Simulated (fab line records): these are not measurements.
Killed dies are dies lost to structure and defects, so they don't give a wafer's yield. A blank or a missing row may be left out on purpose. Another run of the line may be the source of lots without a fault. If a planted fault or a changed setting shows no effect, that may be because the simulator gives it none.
Matching of chambers -- flow n5 finfet -- pecvd-04 running N5_BEOL_M0_SAQP_PECVD_96: 3 sister chambers
The step deposits a-Si from SiH4/He, target thk 45 nm, time 45.2 s. 3 wafers are shown with their chamber, then 8 later ones without.

WAFERS PAIRED WITH THEIR CHAMBERS
wafer,chamber,throttle valve pct (%)
L081.6,0,20.1
L091.6,2,18.0
L093.1,1,18.9

WAFERS MISSING THEIR CHAMBER
wafer,throttle valve pct (%)
L093.4,19.7
L093.6,18.3
L094.1,18.2
L094.2,19.0
L094.3,19.9
L095.3,18.6
L095.5,20.0
L095.6,18.3

THE CHAMBER EACH PASSED THROUGH
wafer,from the rows above,in truth
L093.4,can't be placed: 0 or 1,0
L093.6,can't be placed: 2 or 1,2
L094.1,can't be placed: 2 or 1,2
L094.2,1,1
L094.3,0,0
L095.3,can't be placed: 1 or 2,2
L095.5,0,0
L095.6,can't be placed: 2 or 1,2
Correctly placed: 3 of 8. From these rows, 5 cannot be placed; in 5 the true chamber is one of the candidates. Number placed wrongly: 0.
How it was worked out, from the rows above alone: a wafer's distance from a chamber is the root of the sum, over the readings, of the square of ((its reading less the chamber's mean) divided by the reading's scatter). The wafer belongs to the nearest chamber; if the next one is less than 2 further off, it can't be placed. The mean given for a chamber averages the wafers shown for that chamber. The scatter: root of mean squared gap, hidden wafer to nearest shown wafer, with one shown wafer a chamber.
